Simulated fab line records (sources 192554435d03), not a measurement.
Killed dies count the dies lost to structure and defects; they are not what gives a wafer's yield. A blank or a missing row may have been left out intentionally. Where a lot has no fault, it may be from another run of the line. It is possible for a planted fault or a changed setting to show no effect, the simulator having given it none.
Matching of chambers || flow n5Finfet || 4 sister chambers for N5_MOL_CONTACT_COAG_ALD_20 on aldMetal-01
The step deposits TiN, target thk 1.5 nm, pulse time 1 s, purge time 3 s. 4 wafers are shown with their chamber, then 12 later ones without.

## WAFERS WITH THEIR CHAMBER
{"wafer": "L088.5", "chamber": 1, "heaterPowerW (W)": 853}
{"wafer": "L088.6", "chamber": 2, "heaterPowerW (W)": 893}
{"wafer": "L089.5", "chamber": 0, "heaterPowerW (W)": 931}
{"wafer": "L089.6", "chamber": 3, "heaterPowerW (W)": 741}

## WAFERS WHOSE CHAMBER IS MISSING
{"wafer": "L090.1", "heaterPowerW (W)": 859}
{"wafer": "L090.2", "heaterPowerW (W)": 891}
{"wafer": "L090.3", "heaterPowerW (W)": 923}
{"wafer": "L090.4", "heaterPowerW (W)": 728}
{"wafer": "L090.5", "heaterPowerW (W)": 845}
{"wafer": "L090.6", "heaterPowerW (W)": 934}
{"wafer": "L093.1", "heaterPowerW (W)": 902}
{"wafer": "L093.2", "heaterPowerW (W)": 861}
{"wafer": "L093.3", "heaterPowerW (W)": 735}
{"wafer": "L093.4", "heaterPowerW (W)": 915}
{"wafer": "L093.5", "heaterPowerW (W)": 845}
{"wafer": "L093.6", "heaterPowerW (W)": 921}

## CHAMBER TAKEN BY EACH
{"wafer": "L090.1", "from the rows above": 1, "in truth": 1}
{"wafer": "L090.2", "from the rows above": 2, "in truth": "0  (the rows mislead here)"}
{"wafer": "L090.3", "from the rows above": 0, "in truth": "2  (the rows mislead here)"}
{"wafer": "L090.4", "from the rows above": 3, "in truth": 3}
{"wafer": "L090.5", "from the rows above": 1, "in truth": 1}
{"wafer": "L090.6", "from the rows above": 0, "in truth": 0}
{"wafer": "L093.1", "from the rows above": 2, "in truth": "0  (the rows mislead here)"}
{"wafer": "L093.2", "from the rows above": 1, "in truth": 1}
{"wafer": "L093.3", "from the rows above": 3, "in truth": 3}
{"wafer": "L093.4", "from the rows above": "can't be placed: 0 or 2", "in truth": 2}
{"wafer": "L093.5", "from the rows above": 1, "in truth": 1}
{"wafer": "L093.6", "from the rows above": 0, "in truth": 0}
8 of 12 placed correctly. Not placeable from these rows: 1 (in 1, the candidates include the true chamber). 3 placed wrongly.
How it was worked out, from the rows above alone: a wafer's distance from a chamber is the root of the sum, over the readings, of the square of ((its reading less the chamber's mean) divided by the reading's scatter). If the next closest chamber is less than 2 further off than the closest, the wafer can't be placed; otherwise it belongs to the closest. The mean given for a chamber averages the wafers shown for that chamber. The scatter: root of mean squared gap, hidden wafer to nearest shown wafer, with one shown wafer a chamber.
